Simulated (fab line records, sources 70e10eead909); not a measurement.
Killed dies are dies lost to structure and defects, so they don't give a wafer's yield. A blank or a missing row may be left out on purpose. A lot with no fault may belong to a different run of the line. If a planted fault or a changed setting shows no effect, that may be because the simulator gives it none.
Matching of chambers || flow nand_harc || 4 sister chambers for NHARC_A_WL_FILL_ALD_02 on ald_metal-04
The step deposits TiN, target thk 2 nm, pulse time 3 s, ald cycles 100. 4 wafers are shown with their chamber, then 7 later ones without.

## WAFERS WITH THEIR CHAMBER
{"wafer": "L080.4", "chamber": 1, "heater_power_w (W)": 1101}
{"wafer": "L085.4", "chamber": 0, "heater_power_w (W)": 1089}
{"wafer": "L090.1", "chamber": 3, "heater_power_w (W)": 1081}
{"wafer": "L090.3", "chamber": 2, "heater_power_w (W)": 973}

## WAFERS WITHOUT THEIR CHAMBER
{"wafer": "L090.6", "heater_power_w (W)": 956}
{"wafer": "L093.2", "heater_power_w (W)": 1172}
{"wafer": "L093.3", "heater_power_w (W)": 975}
{"wafer": "L093.6", "heater_power_w (W)": 970}
{"wafer": "L096.1", "heater_power_w (W)": 969}
{"wafer": "L096.2", "heater_power_w (W)": 1061}
{"wafer": "L096.3", "heater_power_w (W)": 1157}

## THE CHAMBER EACH PASSED THROUGH
{"wafer": "L090.6", "from the rows above": 2, "in truth": 2}
{"wafer": "L093.2", "from the rows above": "can't be placed: 1 or 0 or 3", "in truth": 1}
{"wafer": "L093.3", "from the rows above": 2, "in truth": 2}
{"wafer": "L093.6", "from the rows above": 2, "in truth": 2}
{"wafer": "L096.1", "from the rows above": 2, "in truth": 2}
{"wafer": "L096.2", "from the rows above": "can't be placed: 3 or 0 or 1 or 2", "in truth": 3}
{"wafer": "L096.3", "from the rows above": "can't be placed: 1 or 0 or 3", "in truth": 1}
Placed correctly: 4 of 7. Not placeable from these rows: 3 (in 3, the candidates include the true chamber). Wrongly placed: 0.
How it was worked out, from the rows above alone: a wafer's distance from a chamber is the root of the sum, over the readings, of the square of ((its reading less the chamber's mean) divided by the reading's scatter). The wafer belongs to the nearest chamber; if the next one is less than 2 further off, it can't be placed. A chamber's mean is the mean of its shown wafers. The scatter: root of mean squared gap, hidden wafer to nearest shown wafer, with one shown wafer a chamber.
